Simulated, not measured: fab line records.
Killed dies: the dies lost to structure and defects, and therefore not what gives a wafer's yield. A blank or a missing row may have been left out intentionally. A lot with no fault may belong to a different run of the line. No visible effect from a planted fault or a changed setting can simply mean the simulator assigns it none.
Split-lot study :: flow n5 finfet :: on a route of 1938 steps: 7 lots, 21 wafers read

## ABOUT THE SPLIT
At N5_BEOL_M7_COAT_71 (time 60 s, resist thk 5 nm), the setting spin rpm was moved away from the recipe's 1500 rpm on 9 of the 21 wafers read, by -10.9% to +9.5%. All remaining wafers had this setting at the recipe value.

## FROM THE SPLIT TO THE READING: what the file shows between them, 4 steps
- N5_BEOL_M7_COAT_22: resist thk 30 nm
- N5_BEOL_M7_EBR_24
- N5_BEOL_M7_DESCUM_33: chemistry O2, time 7 s
- N5_BEOL_M7_ETCH_72: etches underlayer in N2/H2, target depth 6.5 nm, time 5.2 s

## THE READING
CAR-EUV_of_BEOL_M7_COAT_22.thk nm (the simulator's own value, which no gauge read), in nm, at N5_BEOL_M7_ETCH_65 (etches SiARC in CF4, target depth 15.6 nm, time 26 s). The file gives no usual value for it. Across the 12 wafers here that went through the recipe, the average is 11.1 nm and the standard deviation 0.099 nm.

wafer: L074.2
tool, chamber at the split: litho track-04, 0
spin rpm as run, rpm: 1500
against the recipe: recipe
CAR-EUV_of_BEOL_M7_COAT_22.thk nm, nm: 11.2
against lot-mates on the recipe: -

wafer: L074.6
tool, chamber at the split: litho track-04, 0
spin rpm as run, rpm: 1500
against the recipe: recipe
CAR-EUV_of_BEOL_M7_COAT_22.thk nm, nm: 11.2
against lot-mates on the recipe: -

wafer: L074.5
tool, chamber at the split: litho track-04, 0
spin rpm as run, rpm: 1576
against the recipe: +5.1%
CAR-EUV_of_BEOL_M7_COAT_22.thk nm, nm: 11.4
against lot-mates on the recipe: +0.2

wafer: L077.1
tool, chamber at the split: litho track-04, 0
spin rpm as run, rpm: 1500
against the recipe: recipe
CAR-EUV_of_BEOL_M7_COAT_22.thk nm, nm: 11
against lot-mates on the recipe: -

wafer: L077.4
tool, chamber at the split: litho track-04, 0
spin rpm as run, rpm: 1643
against the recipe: +9.5%
CAR-EUV_of_BEOL_M7_COAT_22.thk nm, nm: 11.4
against lot-mates on the recipe: +0.4

wafer: L077.5
tool, chamber at the split: litho track-04, 0
spin rpm as run, rpm: 1643
against the recipe: +9.5%
CAR-EUV_of_BEOL_M7_COAT_22.thk nm, nm: 11.4
against lot-mates on the recipe: +0.4

wafer: L080.2
tool, chamber at the split: litho track-01, 0
spin rpm as run, rpm: 1500
against the recipe: recipe
CAR-EUV_of_BEOL_M7_COAT_22.thk nm, nm: 11.2
against lot-mates on the recipe: -

wafer: L080.5
tool, chamber at the split: litho track-01, 0
spin rpm as run, rpm: 1571
against the recipe: +4.7%
CAR-EUV_of_BEOL_M7_COAT_22.thk nm, nm: 11.2
against lot-mates on the recipe: +0.1

wafer: L080.6
tool, chamber at the split: litho track-01, 0
spin rpm as run, rpm: 1500
against the recipe: recipe
CAR-EUV_of_BEOL_M7_COAT_22.thk nm, nm: 11
against lot-mates on the recipe: -

wafer: L085.1
tool, chamber at the split: litho track-04, 0
spin rpm as run, rpm: 1336
against the recipe: -10.9%
CAR-EUV_of_BEOL_M7_COAT_22.thk nm, nm: 10.8
against lot-mates on the recipe: -0.4

wafer: L085.5
tool, chamber at the split: litho track-04, 0
spin rpm as run, rpm: 1336
against the recipe: -10.9%
CAR-EUV_of_BEOL_M7_COAT_22.thk nm, nm: 10.8
against lot-mates on the recipe: -0.4

wafer: L085.4
tool, chamber at the split: litho track-04, 0
spin rpm as run, rpm: 1500
against the recipe: recipe
CAR-EUV_of_BEOL_M7_COAT_22.thk nm, nm: 11.2
against lot-mates on the recipe: -

wafer: L087.2
tool, chamber at the split: litho track-03, 0
spin rpm as run, rpm: 1500
against the recipe: recipe
CAR-EUV_of_BEOL_M7_COAT_22.thk nm, nm: 11
against lot-mates on the recipe: -

wafer: L087.6
tool, chamber at the split: litho track-03, 0
spin rpm as run, rpm: 1500
against the recipe: recipe
CAR-EUV_of_BEOL_M7_COAT_22.thk nm, nm: 11
against lot-mates on the recipe: -

wafer: L087.3
tool, chamber at the split: litho track-03, 0
spin rpm as run, rpm: 1555
against the recipe: +3.7%
CAR-EUV_of_BEOL_M7_COAT_22.thk nm, nm: 11.2
against lot-mates on the recipe: +0.2

wafer: L091.1
tool, chamber at the split: litho track-04, 0
spin rpm as run, rpm: 1360
against the recipe: -9.3%
CAR-EUV_of_BEOL_M7_COAT_22.thk nm, nm: 10.8
against lot-mates on the recipe: -0.2

wafer: L091.3
tool, chamber at the split: litho track-04, 0
spin rpm as run, rpm: 1360
against the recipe: -9.3%
CAR-EUV_of_BEOL_M7_COAT_22.thk nm, nm: 10.8
against lot-mates on the recipe: -0.2

wafer: L091.6
tool, chamber at the split: litho track-04, 0
spin rpm as run, rpm: 1500
against the recipe: recipe
CAR-EUV_of_BEOL_M7_COAT_22.thk nm, nm: 11
against lot-mates on the recipe: -

wafer: L095.1
tool, chamber at the split: litho track-04, 0
spin rpm as run, rpm: 1500
against the recipe: recipe
CAR-EUV_of_BEOL_M7_COAT_22.thk nm, nm: 11.2
against lot-mates on the recipe: -

wafer: L095.4
tool, chamber at the split: litho track-04, 0
spin rpm as run, rpm: 1500
against the recipe: recipe
CAR-EUV_of_BEOL_M7_COAT_22.thk nm, nm: 11
against lot-mates on the recipe: -

wafer: L095.5
tool, chamber at the split: litho track-04, 0
spin rpm as run, rpm: 1500
against the recipe: recipe
CAR-EUV_of_BEOL_M7_COAT_22.thk nm, nm: 11
against lot-mates on the recipe: -

THE FIT
A straight line over all 21 wafers: CAR-EUV_of_BEOL_M7_COAT_22.thk nm changes by +0.0308 nm for each +1% of spin rpm; r = +0.90; the points scatter about the line by 0.088 nm.
The same after taking each lot's own level away (the mean of its wafers on the recipe; 21 wafers): +0.0342 nm for each +1%; r = +0.95; scatter 0.069 nm.
That fit puts the effect of the largest move of spin rpm on the reading at 0.37 nm.
The lots' own levels span 11.00 to 11.20 nm, that is 2.0 times the standard deviation above.
Hence the slope depends on the lot-to-lot level, as the two fits are not the same.
Check: -0.344 nm against its lot-mates is what the line predicts for one of the wafers moved furthest among these (-10.9%) when that wafer is left out of the fit. It came out at -0.4 nm against them.

## ADDITIONAL SPLITS CARRIED BY THESE WAFERS
These wafers also went through other splits before the reading. Each is held against what the fit with the lots' levels taken away leaves over:
other split on the same wafers: N5_BEOL_M5_ETCH_72 bias w
wafers away from the commonest value: 7
r with CAR-EUV_of_BEOL_M7_COAT_22.thk nm (lot level and that fit taken away): +0.14

other split on the same wafers: N5_BEOL_M5_DEP_56 time s
wafers away from the commonest value: 4
r with CAR-EUV_of_BEOL_M7_COAT_22.thk nm (lot level and that fit taken away): -0.06

other split on the same wafers: N5_BEOL_M7_ILD_DEP_00 time s
wafers away from the commonest value: 7
r with CAR-EUV_of_BEOL_M7_COAT_22.thk nm (lot level and that fit taken away): +0.08

other split on the same wafers: N5_BEOL_M7_ETCH_61 source w
wafers away from the commonest value: 10
r with CAR-EUV_of_BEOL_M7_COAT_22.thk nm (lot level and that fit taken away): +0.31

## THE WHOLE CHAIN: every reading that the file lists as answering this split, in the file's order
step: N5_BEOL_M7_ETCH_72
what it does: etches underlayer in N2/H2, target depth 6.5 nm, time 5.2 s
reading: CAR-EUV_of_BEOL_M7_COAT_22.thk nm (the simulator's own value, which no gauge read)
change (the file's fit): +0.0323 nm for each +1% of the setting
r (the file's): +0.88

step: N5_BEOL_M7_ETCH_72
what it does: etches underlayer in N2/H2, target depth 6.5 nm, time 5.2 s
reading: etch.depth nm (the simulator's own value, which no gauge read)
change (the file's fit): -0.025 nm for each +1% of the setting
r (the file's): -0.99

step: N5_BEOL_M7_ETCH_65
what it does: etches SiARC in CF4, target depth 15.6 nm, time 26 s
reading: CAR-EUV_of_BEOL_M7_COAT_22.thk nm (the simulator's own value, which no gauge read)
change (the file's fit): +0.0342 nm for each +1% of the setting
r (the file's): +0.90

## THE FILE'S OWN FIT
CAR-EUV_of_BEOL_M7_COAT_22.thk nm changes by +0.0342 nm for each +1% of spin rpm, r = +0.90.
